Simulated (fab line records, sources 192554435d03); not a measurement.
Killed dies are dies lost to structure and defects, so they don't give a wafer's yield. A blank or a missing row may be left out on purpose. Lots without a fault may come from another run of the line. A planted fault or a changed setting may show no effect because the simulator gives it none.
A struck lot beside a sound one | flow n5_finfet | 15 steps out of a route of 1938
Sound: wafers L600.2, L600.3, L600.6. Struck: wafer L607.5. (L607.6 of the same lot was not struck and is left out.) The cause comes at the end.
At each step with rows: each side's tool, then ch and its chambers, then its first start. Under that, the readings that differ: sound wafers | struck wafers | difference of the means | sigmas: that difference in standard deviations of wafers without a fault.
alike: readings whose means differ by less than 2 such deviations, and words and numbers that are the same on both sides. not compared: withheld readings, readings that some wafer has no value for, bounds like >300 that may hide the same value, and numbers for which the record gives no deviation and whose values overlap.
The two part at a step that has a row with sigmas, a row that says differs or no value, or rows on one side only. Numbers that don't overlap but have no deviation are shown without sigmas and don't part them. A reading that every wafer of one side lacks parts them only if that side has two wafers or more.

first, 4 steps without rows for these wafers: N5_BEOL_M10_SOFTBAKE_06 (time 60 s); N5_BEOL_M10_EXPOSE_08 (exposes mask M10); N5_BEOL_M10_PEB_09 (peb time 60 s); N5_BEOL_M10_DEVELOP_10 (develop time 30 s).
N5_BEOL_M10_CD_MEAS_11: target cd 64.1 nm.
  sound on cd_sem-01 ch 0, day 12 05:56; struck on cd_sem-01 ch 0, day 14 17:41
  alike: cd_nm
N5_BEOL_M10_OVL_MEAS_12:
  sound on overlay-02 ch 0, day 12 05:58; struck on overlay-02 ch 0, day 14 17:43
  alike: M10_OVL
N5_BEOL_M10_INSPECT_13: inspects for defects (brightfield).
  sound on defect_inspect-01, day 12 05:59; struck on defect_inspect-02, day 14 17:44
  alike: raw_defect_count
N5_BEOL_M10_DESCUM_16: chemistry O2, time 7.9 s.
  sound on rie_diel-02 ch 1,2,3, day 12 06:04; struck on rie_diel-03 ch 3, day 14 17:47
  reading                        | sound                | struck | difference | sigmas
  chamber_pressure_mTorr (mTorr) | 20.018 19.995 19.994 | 19.951 | -0.051     | -3
  alike: drypump_motor_current_A, oes_product_au, rf_vpp_V, showerhead_plenum_p_Torr, throttle_valve_pct
  not compared: rf_hours_counter_h
N5_BEOL_M10_ETCH_61: etches SiARC in CF4, target depth 39 nm, time 65 s.
  sound on rie_diel-02 ch 1,2,3, day 12 06:05; struck on rie_diel-03 ch 3, day 14 17:50
  alike: chamber_pressure_mTorr, drypump_motor_current_A, etch_rf_on_time_s, oes_product_au, rf_vpp_V, showerhead_plenum_p_Torr, throttle_valve_pct
  not compared: rf_hours_counter_h
N5_BEOL_M10_ETCH_62: etches SOC in N2/H2, target depth 110 nm, overetch 22 nm, time 165 s.
  sound on rie_diel-02 ch 1,2,3, day 12 06:08; struck on rie_diel-03 ch 3, day 14 17:55
  alike: chamber_pressure_mTorr, drypump_motor_current_A, oes_product_au, rf_vpp_V, showerhead_plenum_p_Torr, throttle_valve_pct
  not compared: rf_hours_counter_h
then, 1 step without rows for these wafers: N5_BEOL_M10_STRIP_68 (strips in N2/H2).
N5_BEOL_M10_STRIP_67: strips in CF4.
  sound on rie_diel-02 ch 1,2,3, day 12 06:17; struck on rie_diel-03 ch 3, day 14 18:01
  alike: chamber_pressure_mTorr, drypump_motor_current_A, oes_product_au, rf_vpp_V, showerhead_plenum_p_Torr, throttle_valve_pct
  not compared: rf_hours_counter_h
N5_BEOL_M10_HM_OPEN_17: chemistry Cl2/BCl3, target TiN, target depth 20 nm, overetch 6 nm.
  sound on rie_metal-03 ch 0,1, day 12 06:20; struck on rie_metal-03 ch 1, day 14 18:10
  reading                                   | sound          | struck | difference | sigmas
  model.SOC_of_BEOL_M10_COAT_59.thk_nm (nm) | 91.4 91.6 91.8 | 87.4   | -4.2       |
  alike: chamber_pressure_mTorr, drypump_motor_current_A, mfc_cl2_sccm, oes_ar_750_au, oes_product_au, throttle_valve_pct
  not compared: rf_hours_counter_h
N5_BEOL_M10_STRIP_19: strips in O2.
  sound on rie_diel-02 ch 1,2, day 12 06:26; struck on rie_diel-03 ch 2, day 14 18:16
  reading                     | sound       | struck | difference | sigmas
  drypump_motor_current_A (A) | 5.6 5.9 5.9 | 4.8    | -1.0       | -3
  rf_vpp_V (V)                | 3.6 2.9 2.8 | 4.3    | +1.2       | +2
  alike: chamber_pressure_mTorr, oes_product_au, showerhead_plenum_p_Torr, throttle_valve_pct
  not compared: rf_hours_counter_h
then, 1 step without rows for these wafers: N5_PASSIVATION_PROBE_49.

WHERE THEY PART
First at N5_BEOL_M10_DESCUM_16; last, within this record, at N5_BEOL_M10_STRIP_19.

WHY: what the simulator had put in
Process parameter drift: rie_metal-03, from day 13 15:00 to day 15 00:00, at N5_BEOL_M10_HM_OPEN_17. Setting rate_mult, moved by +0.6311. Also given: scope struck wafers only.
